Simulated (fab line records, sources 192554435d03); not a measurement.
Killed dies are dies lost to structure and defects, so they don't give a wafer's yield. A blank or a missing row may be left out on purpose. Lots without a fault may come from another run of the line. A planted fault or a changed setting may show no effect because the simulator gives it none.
Problem report in the 8D (eight disciplines) form, filled by code | flow n5_finfet | the parts of the form that need people (team, actions taken, sign-off) are left out

1. THE PROBLEM
raw_defect_count at N5_PMOS_HMC_CHANNEL_EPI_INSPECT_30 reads a mean of 790 on 6 wafers of 2 lots; wafers without a fault read 20 with a standard deviation of 5.9. That is +99 or more standard deviations from the usual mean.
The step: inspects for defects (darkfield).
First seen on wafer L940.4, day 5 04:45, on defect_inspect-02. The record holds 24 wafers of 8 lots with a number at this step. Rule for "out", or "out of limits": more than 4 standard deviations from the usual mean. The other wafers with a number count as sound.

2. WHAT IT IS AND WHAT IT IS NOT
question                    | is                                   | is not
which readings at this step | raw_defect_count                     | -
which lots                  | L940, L941                           | L931, L932, L933, L943, L945, L949
which wafers of those lots  | all that have a number               | -
read on which gauges        | defect_inspect-01, defect_inspect-02 | -
when                        | from day 5 04:45                     | up to then (9 sound wafers); but 9 sound wafers of L943, L945, L949 came after

3. SUSPECTS, AND WHAT RULES EACH OUT
Counting: a tool at a process step up to the reading stays a suspect if it ran every lot that is out and no sound lot after the first of them.
- the gauge at N5_PMOS_HMC_CHANNEL_EPI_INSPECT_30: ruled out. The wafers that are out were read on 2 gauges (defect_inspect-01, defect_inspect-02).
- epi_rpcvd-02 at N5_PMOS_HMC_CHANNEL_EPI_EPI_26 (deposits Si from SiH4/H2, target thk 3.8 nm, time 22.7 s): kept. It ran every lot that is out, first L940 (day 5 04:31), and no sound lot after that; its last sound lot up to then is L933 (day 3 10:25).
Left after counting: epi_rpcvd-02 at N5_PMOS_HMC_CHANNEL_EPI_EPI_26.

4. THE CAUSE (what the simulator had put in)
Chamber particle source: epi_rpcvd-02, from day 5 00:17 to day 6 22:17, at N5_PMOS_HMC_CHANNEL_EPI_EPI_26. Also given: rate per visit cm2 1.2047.
Counting left only this tool.

5. THE CHAIN OF EFFECTS, in route order
Each row: a reading whose mean over the struck wafers that have a number lies more than 3 standard deviations from the usual. Only readings for which the record gives a usual standard deviation are gone through. hours: the time from each lot's start at the first step in this table that gives one to its start at this step, as a median over the lots. sigmas: the change in usual standard deviations.
hours | step                               | reading              | usual  | on struck wafers | change | sigmas
0     | N5_PMOS_HMC_CHANNEL_EPI_INSPECT_30 | raw_defect_count     | 20     | 790              | +770   | +99 or more
1     | N5_FIN_SAQP_INSPECT_18             | raw_defect_count     | 396    | 1037             | +641   | +5.8
6     | N5_FIN_SAQP_INSPECT_40             | raw_defect_count     | 226    | 969              | +743   | +11
6     | N5_FIN_CUT_INSPECT_10              | raw_defect_count     | 42     | 804              | +762   | +64
269   | N5_PASSIVATION_PROBE_49            | defect_limited_yield | 91.3 % | 83.2             | -8.0   | -5.4
269   | N5_PASSIVATION_PROBE_49            | killed_at_front_end  | 39     | 129              | +90    | +6.9
269   | N5_PASSIVATION_PROBE_49            | killed_dies          | 103    | 198              | +95    | +5.3
269   | N5_PASSIVATION_PROBE_49            | killed_on_rim        | 13     | 32               | +19    | +4.3
269   | N5_PASSIVATION_PROBE_49            | sort_bin_5_function  | 5.2 %  | 10.1             | +4.9   | +4.9
269   | N5_PASSIVATION_PROBE_49            | sort_n_pass          | 1077   | 982              | -95    | -5.3
269   | N5_PASSIVATION_PROBE_49            | sort_yield_pct       | 91.3 % | 83.2             | -8.0   | -5.4
The process steps in it:
- N5_PASSIVATION_PROBE_49
Later measuring or inspecting steps at which every struck wafer that the step has a row for has a number for every such reading, and none has moved that far: N5_BEOL_M4_RC_MEAS_101.

6. WHAT WOULD HAVE CAUGHT IT SOONER
In this record the first reading out of limits at a measuring or inspecting step was taken at day 5 04:45, 4 hours after the fault began at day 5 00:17.
Of the tool readings at N5_PMOS_HMC_CHANNEL_EPI_EPI_26 for which the record gives a usual standard deviation, none was out on any struck wafer, so an alarm limit of 4 standard deviations on them would not have fired.
Of the lots that are out (2), L941 began N5_PMOS_HMC_CHANNEL_EPI_EPI_26 on epi_rpcvd-02 after day 5 04:45. A hold on the tool at that time would have spared it.
